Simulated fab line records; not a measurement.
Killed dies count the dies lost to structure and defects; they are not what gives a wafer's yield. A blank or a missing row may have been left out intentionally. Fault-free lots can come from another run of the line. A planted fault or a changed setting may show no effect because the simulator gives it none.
Split-lot study / flow n5_finfet / 21 wafers read from 7 lots, route of 1938 steps

## THE SPLIT ITSELF
At N5_HKMG_FIN_DESCUM_17 (chemistry O2, time 7.9 s), the setting time_s was moved away from the recipe's 7.9 s on 11 of the 21 wafers read, by -17.9% to +21.7%. For the rest of the wafers, this setting stayed at what the recipe calls for.

There is no step in the file separating the split from the reading.

## THE READING
CAR-ArF_of_HKMG_FIN_COAT_06.thk_nm (the simulator's own value, which no gauge read), in nm, at N5_HKMG_FIN_ETCH_31 (etches SiARC in CF4, target depth 45.5 nm, time 75.8 s). The file gives no usual value for it. Here, 10 wafers ran the recipe; their average is 50.8 nm with a standard deviation of 0.18 nm.

wafer=L074.2; tool, chamber at the split=rie_diel-04, 3; time_s as run, s=8.737; against the recipe=+10.6%; CAR-ArF_of_HKMG_FIN_COAT_06.thk_nm, nm=50.6; against lot-mates on the recipe=no lot-mate on the recipe
wafer=L074.3; tool, chamber at the split=rie_diel-04, 0; time_s as run, s=8.737; against the recipe=+10.6%; CAR-ArF_of_HKMG_FIN_COAT_06.thk_nm, nm=50.4; against lot-mates on the recipe=no lot-mate on the recipe
wafer=L074.6; tool, chamber at the split=rie_diel-04, 0; time_s as run, s=8.737; against the recipe=+10.6%; CAR-ArF_of_HKMG_FIN_COAT_06.thk_nm, nm=50.4; against lot-mates on the recipe=no lot-mate on the recipe
wafer=L081.3; tool, chamber at the split=rie_diel-01, 2; time_s as run, s=7.9; against the recipe=recipe; CAR-ArF_of_HKMG_FIN_COAT_06.thk_nm, nm=50.8; against lot-mates on the recipe=-
wafer=L081.6; tool, chamber at the split=rie_diel-01, 2; time_s as run, s=7.9; against the recipe=recipe; CAR-ArF_of_HKMG_FIN_COAT_06.thk_nm, nm=50.8; against lot-mates on the recipe=-
wafer=L081.4; tool, chamber at the split=rie_diel-01, 0; time_s as run, s=9.617; against the recipe=+21.7%; CAR-ArF_of_HKMG_FIN_COAT_06.thk_nm, nm=50; against lot-mates on the recipe=-0.8
wafer=L084.1; tool, chamber at the split=rie_diel-04, 1,3; time_s as run, s=7.14; against the recipe=-9.6%; CAR-ArF_of_HKMG_FIN_COAT_06.thk_nm, nm=51.6; against lot-mates on the recipe=+0.6
wafer=L084.3; tool, chamber at the split=rie_diel-04, 1,3; time_s as run, s=7.14; against the recipe=-9.6%; CAR-ArF_of_HKMG_FIN_COAT_06.thk_nm, nm=51.8; against lot-mates on the recipe=+0.8
wafer=L084.4; tool, chamber at the split=rie_diel-04, 2; time_s as run, s=7.9; against the recipe=recipe; CAR-ArF_of_HKMG_FIN_COAT_06.thk_nm, nm=51; against lot-mates on the recipe=-
wafer=L087.1; tool, chamber at the split=rie_diel-04, 1; time_s as run, s=7.164; against the recipe=-9.3%; CAR-ArF_of_HKMG_FIN_COAT_06.thk_nm, nm=51.6; against lot-mates on the recipe=no lot-mate on the recipe
wafer=L087.5; tool, chamber at the split=rie_diel-04, 1; time_s as run, s=7.164; against the recipe=-9.3%; CAR-ArF_of_HKMG_FIN_COAT_06.thk_nm, nm=51.6; against lot-mates on the recipe=no lot-mate on the recipe
wafer=L087.2; tool, chamber at the split=rie_diel-04, 2; time_s as run, s=7.164; against the recipe=-9.3%; CAR-ArF_of_HKMG_FIN_COAT_06.thk_nm, nm=51.8; against lot-mates on the recipe=no lot-mate on the recipe
wafer=L090.2; tool, chamber at the split=rie_diel-06, 1; time_s as run, s=7.09; against the recipe=-10.3%; CAR-ArF_of_HKMG_FIN_COAT_06.thk_nm, nm=51.2; against lot-mates on the recipe=+0.7
wafer=L090.5; tool, chamber at the split=rie_diel-06, 1,0; time_s as run, s=7.9; against the recipe=recipe; CAR-ArF_of_HKMG_FIN_COAT_06.thk_nm, nm=50.4; against lot-mates on the recipe=-
wafer=L090.6; tool, chamber at the split=rie_diel-06, 1,0; time_s as run, s=7.9; against the recipe=recipe; CAR-ArF_of_HKMG_FIN_COAT_06.thk_nm, nm=50.6; against lot-mates on the recipe=-
wafer=L091.1; tool, chamber at the split=rie_diel-01, 3; time_s as run, s=7.9; against the recipe=recipe; CAR-ArF_of_HKMG_FIN_COAT_06.thk_nm, nm=50.8; against lot-mates on the recipe=-
wafer=L091.3; tool, chamber at the split=rie_diel-01, 2; time_s as run, s=7.9; against the recipe=recipe; CAR-ArF_of_HKMG_FIN_COAT_06.thk_nm, nm=50.8; against lot-mates on the recipe=-
wafer=L091.6; tool, chamber at the split=rie_diel-01, 3; time_s as run, s=6.483; against the recipe=-17.9%; CAR-ArF_of_HKMG_FIN_COAT_06.thk_nm, nm=52; against lot-mates on the recipe=+1.2
wafer=L093.2; tool, chamber at the split=rie_diel-04, 2; time_s as run, s=7.9; against the recipe=recipe; CAR-ArF_of_HKMG_FIN_COAT_06.thk_nm, nm=50.8; against lot-mates on the recipe=-
wafer=L093.3; tool, chamber at the split=rie_diel-04, 0,3; time_s as run, s=7.9; against the recipe=recipe; CAR-ArF_of_HKMG_FIN_COAT_06.thk_nm, nm=51; against lot-mates on the recipe=-
wafer=L093.4; tool, chamber at the split=rie_diel-04, 0,3; time_s as run, s=7.9; against the recipe=recipe; CAR-ArF_of_HKMG_FIN_COAT_06.thk_nm, nm=51; against lot-mates on the recipe=-
Rows listing several chambers each stand for several wafers; the file does not say which wafer went through which chamber.

FIT RESULTS
A straight line over all 21 wafers: CAR-ArF_of_HKMG_FIN_COAT_06.thk_nm changes by -0.0547 nm for each +1% of time_s; r = -0.91; the points scatter about the line by 0.23 nm.
The same after taking each lot's own level away (the mean of its wafers on the recipe; 15 wafers): -0.0531 nm for each +1%; r = -0.96; scatter 0.14 nm.
That fit puts the effect of the largest move of time_s on the reading at 1.2 nm.
The lots' own levels span 50.50 to 51.00 nm, that is 2.8 times the standard deviation above.
The two slopes agree, so the slope changes little with the lot-to-lot level.
Check: -1.49 nm against its lot-mates is what the line predicts for one of the wafers moved furthest among these (+21.7%) when that wafer is left out of the fit. It came out at -0.8 nm against them.

## FURTHER SPLITS ON THESE WAFERS
Note: prior to the reading, these wafers also went through further splits. Each is held against what the fit with the lots' levels taken away leaves over:
other split on the same wafers=N5_SD_EPI_P_PEB_07 peb_time_s; wafers away from the commonest value=3; r with CAR-ArF_of_HKMG_FIN_COAT_06.thk_nm (lot level and that fit taken away)=-0.03
other split on the same wafers=N5_SDB_ETCH_18 source_w; wafers away from the commonest value=7; r with CAR-ArF_of_HKMG_FIN_COAT_06.thk_nm (lot level and that fit taken away)=+0.37

## THE WHOLE CHAIN: every reading that the file lists as answering this split, in the file's order
step=N5_HKMG_FIN_DESCUM_17; what it does=chemistry O2, time 7.9 s; reading=CAR-ArF_of_HKMG_FIN_COAT_06.thk_nm (the simulator's own value, which no gauge read); change (the file's fit)=-0.0514 nm for each +1% of the setting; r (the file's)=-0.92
step=N5_HKMG_FIN_ETCH_31; what it does=etches SiARC in CF4, target depth 45.5 nm, time 75.8 s; reading=CAR-ArF_of_HKMG_FIN_COAT_06.thk_nm (the simulator's own value, which no gauge read); change (the file's fit)=-0.0533 nm for each +1% of the setting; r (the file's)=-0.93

## THE FILE'S OWN FIT
CAR-ArF_of_HKMG_FIN_COAT_06.thk_nm changes by -0.0533 nm for each +1% of time_s, r = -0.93.
